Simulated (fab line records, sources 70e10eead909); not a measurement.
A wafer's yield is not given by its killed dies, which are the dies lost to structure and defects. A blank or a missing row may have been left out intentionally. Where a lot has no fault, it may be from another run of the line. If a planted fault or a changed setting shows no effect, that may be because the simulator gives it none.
Matching of chambers :: flow nandHarc :: 3 sister chambers for NHARC_A_STAIRCASE_DEP_417 on pecvd-04
The step deposits Si3N4, target thk 60 nm. 3 wafers are shown with their chamber, then 7 later ones without.

## EACH WAFER AND ITS CHAMBER
wafer: L085.6
chamber: 0
heaterPowerW (W): 600

wafer: L087.1
chamber: 1
heaterPowerW (W): 700

wafer: L087.4
chamber: 2
heaterPowerW (W): 817

## WAFERS MISSING THEIR CHAMBER
wafer: L087.6
heaterPowerW (W): 611

wafer: L094.1
heaterPowerW (W): 842

wafer: L094.4
heaterPowerW (W): 851

wafer: L094.5
heaterPowerW (W): 798

wafer: L095.1
heaterPowerW (W): 677

wafer: L095.2
heaterPowerW (W): 728

wafer: L095.4
heaterPowerW (W): 661

## CHAMBER TAKEN BY EACH
wafer: L087.6
from the rows above: 0
in truth: 0

wafer: L094.1
from the rows above: 2
in truth: 2

wafer: L094.4
from the rows above: 2
in truth: 2

wafer: L094.5
from the rows above: 2
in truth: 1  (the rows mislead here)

wafer: L095.1
from the rows above: 1
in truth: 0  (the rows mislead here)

wafer: L095.2
from the rows above: 1
in truth: 1

wafer: L095.4
from the rows above: can't be placed: 1 or 0
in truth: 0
4 of 7 placed correctly. Cannot be placed on the basis of these rows: 1; the candidates contain the true chamber in 1. Wrongly placed: 2.
How it was worked out, from the rows above alone: a wafer's distance from a chamber is the root of the sum, over the readings, of the square of ((its reading less the chamber's mean) divided by the reading's scatter). The wafer belongs to the nearest chamber; if the next one is less than 2 further off, it can't be placed. A chamber's mean is the mean of its shown wafers. The scatter (one wafer shown for each chamber): square how far every hidden wafer sits from the nearest shown wafer, average those squares and take the square root.
